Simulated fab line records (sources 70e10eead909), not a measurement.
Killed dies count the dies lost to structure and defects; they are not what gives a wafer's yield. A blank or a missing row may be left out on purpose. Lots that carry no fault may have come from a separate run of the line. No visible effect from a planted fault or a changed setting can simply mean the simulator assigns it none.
Chamber matching :: flow nand_harc :: rie_diel-05 running NHARC_A_BLC_ETCH_16: 4 sister chambers
The step etches the open film in CF4, target depth 39 nm, time 65 s. 24 wafers are shown with their chamber, then 12 later ones without.

## WAFERS PAIRED WITH THEIR CHAMBERS
wafer: L075.3
chamber: 2
showerhead_plenum_p_Torr (Torr): 1.88
drypump_motor_current_A (A): 5.8
rf_vpp_V (V): 153.5

wafer: L075.4
chamber: 0
showerhead_plenum_p_Torr (Torr): 1.81
drypump_motor_current_A (A): 6.2
rf_vpp_V (V): 151.3

wafer: L075.6
chamber: 0
showerhead_plenum_p_Torr (Torr): 1.81
drypump_motor_current_A (A): 6.1
rf_vpp_V (V): 150.7

wafer: L077.1
chamber: 0
showerhead_plenum_p_Torr (Torr): 1.81
drypump_motor_current_A (A): 6.1
rf_vpp_V (V): 152.7

wafer: L077.2
chamber: 1
showerhead_plenum_p_Torr (Torr): 1.83
drypump_motor_current_A (A): 5.3
rf_vpp_V (V): 151.9

wafer: L077.5
chamber: 0
showerhead_plenum_p_Torr (Torr): 1.81
drypump_motor_current_A (A): 6.1
rf_vpp_V (V): 152.3

wafer: L079.2
chamber: 1
showerhead_plenum_p_Torr (Torr): 1.83
drypump_motor_current_A (A): 5.3
rf_vpp_V (V): 154.3

wafer: L079.3
chamber: 3
showerhead_plenum_p_Torr (Torr): 1.85
drypump_motor_current_A (A): 5.7
rf_vpp_V (V): 150.9

wafer: L079.5
chamber: 3
showerhead_plenum_p_Torr (Torr): 1.85
drypump_motor_current_A (A): 5.7
rf_vpp_V (V): 152.1

wafer: L078.2
chamber: 1
showerhead_plenum_p_Torr (Torr): 1.83
drypump_motor_current_A (A): 5.3
rf_vpp_V (V): 151.8

wafer: L078.3
chamber: 2
showerhead_plenum_p_Torr (Torr): 1.88
drypump_motor_current_A (A): 5.8
rf_vpp_V (V): 152.4

wafer: L078.6
chamber: 1
showerhead_plenum_p_Torr (Torr): 1.83
drypump_motor_current_A (A): 5.3
rf_vpp_V (V): 153.1

wafer: L080.1
chamber: 3
showerhead_plenum_p_Torr (Torr): 1.85
drypump_motor_current_A (A): 5.7
rf_vpp_V (V): 153.5

wafer: L080.3
chamber: 0
showerhead_plenum_p_Torr (Torr): 1.81
drypump_motor_current_A (A): 6.2
rf_vpp_V (V): 151.9

wafer: L080.6
chamber: 2
showerhead_plenum_p_Torr (Torr): 1.88
drypump_motor_current_A (A): 5.8
rf_vpp_V (V): 151.8

wafer: L082.1
chamber: 0
showerhead_plenum_p_Torr (Torr): 1.80
drypump_motor_current_A (A): 6.2
rf_vpp_V (V): 152.5

wafer: L082.4
chamber: 1
showerhead_plenum_p_Torr (Torr): 1.83
drypump_motor_current_A (A): 5.3
rf_vpp_V (V): 150.7

wafer: L082.5
chamber: 2
showerhead_plenum_p_Torr (Torr): 1.88
drypump_motor_current_A (A): 5.8
rf_vpp_V (V): 153.5

wafer: L085.2
chamber: 0
showerhead_plenum_p_Torr (Torr): 1.80
drypump_motor_current_A (A): 6.1
rf_vpp_V (V): 151.7

wafer: L085.3
chamber: 2
showerhead_plenum_p_Torr (Torr): 1.88
drypump_motor_current_A (A): 5.7
rf_vpp_V (V): 153.1

wafer: L085.4
chamber: 1
showerhead_plenum_p_Torr (Torr): 1.83
drypump_motor_current_A (A): 5.3
rf_vpp_V (V): 152.4

wafer: L086.1
chamber: 1
showerhead_plenum_p_Torr (Torr): 1.83
drypump_motor_current_A (A): 5.3
rf_vpp_V (V): 152.2

wafer: L086.4
chamber: 3
showerhead_plenum_p_Torr (Torr): 1.85
drypump_motor_current_A (A): 5.7
rf_vpp_V (V): 152.6

wafer: L086.5
chamber: 3
showerhead_plenum_p_Torr (Torr): 1.85
drypump_motor_current_A (A): 5.7
rf_vpp_V (V): 154.0

SIGNATURES (averages over the wafers above)
reading: showerhead_plenum_p_Torr
chamber 0: 1.8071
chamber 1: 1.8300
chamber 2: 1.8800
chamber 3: 1.8500
scatter within a chamber: 0.00267

reading: drypump_motor_current_A
chamber 0: 6.143
chamber 1: 5.300
chamber 2: 5.780
chamber 3: 5.700
scatter within a chamber: 0.0355

reading: rf_vpp_V
chamber 0: 151.871
chamber 1: 152.343
chamber 2: 152.860
chamber 3: 152.620
scatter within a chamber: 0.968
Rule: a wafer lies at a distance from a chamber equal to the root of the sum of squares, over the readings, of (its reading less the chamber's mean, divided by the reading's scatter). The wafer belongs to the nearest chamber; if the next one is less than 2 further off, it can't be placed. The scatter: the root of (the sum of the squares of (reading less its chamber's mean) over the shown wafers, divided by (wafers less chambers)).

## WAFERS WITHOUT THEIR CHAMBER
wafer: L087.1
showerhead_plenum_p_Torr (Torr): 1.80
drypump_motor_current_A (A): 6.2
rf_vpp_V (V): 151.5

wafer: L087.2
showerhead_plenum_p_Torr (Torr): 1.88
drypump_motor_current_A (A): 5.8
rf_vpp_V (V): 152.6

wafer: L087.3
showerhead_plenum_p_Torr (Torr): 1.85
drypump_motor_current_A (A): 5.7
rf_vpp_V (V): 152.3

wafer: L087.4
showerhead_plenum_p_Torr (Torr): 1.83
drypump_motor_current_A (A): 5.3
rf_vpp_V (V): 152.3

wafer: L087.5
showerhead_plenum_p_Torr (Torr): 1.85
drypump_motor_current_A (A): 5.7
rf_vpp_V (V): 153.0

wafer: L087.6
showerhead_plenum_p_Torr (Torr): 1.80
drypump_motor_current_A (A): 6.2
rf_vpp_V (V): 151.2

wafer: L092.3
showerhead_plenum_p_Torr (Torr): 1.88
drypump_motor_current_A (A): 5.8
rf_vpp_V (V): 152.5

wafer: L092.5
showerhead_plenum_p_Torr (Torr): 1.88
drypump_motor_current_A (A): 5.8
rf_vpp_V (V): 152.7

wafer: L092.6
showerhead_plenum_p_Torr (Torr): 1.83
drypump_motor_current_A (A): 5.3
rf_vpp_V (V): 152.5

wafer: L093.1
showerhead_plenum_p_Torr (Torr): 1.80
drypump_motor_current_A (A): 6.2
rf_vpp_V (V): 152.9

wafer: L093.2
showerhead_plenum_p_Torr (Torr): 1.85
drypump_motor_current_A (A): 5.7
rf_vpp_V (V): 151.7

wafer: L093.3
showerhead_plenum_p_Torr (Torr): 1.87
drypump_motor_current_A (A): 5.8
rf_vpp_V (V): 151.7

## WHICH CHAMBER EACH ONE RAN IN
wafer: L087.1
from the rows above: 0
in truth: 0

wafer: L087.2
from the rows above: 2
in truth: 2

wafer: L087.3
from the rows above: 3
in truth: 3

wafer: L087.4
from the rows above: 1
in truth: 1

wafer: L087.5
from the rows above: 3
in truth: 3

wafer: L087.6
from the rows above: 0
in truth: 0

wafer: L092.3
from the rows above: 2
in truth: 2

wafer: L092.5
from the rows above: 2
in truth: 2

wafer: L092.6
from the rows above: 1
in truth: 1

wafer: L093.1
from the rows above: 0
in truth: 0

wafer: L093.2
from the rows above: 3
in truth: 3

wafer: L093.3
from the rows above: 2
in truth: 2
12 of 12 placed correctly. Left unplaced by these rows: 0. Number placed wrongly: 0.
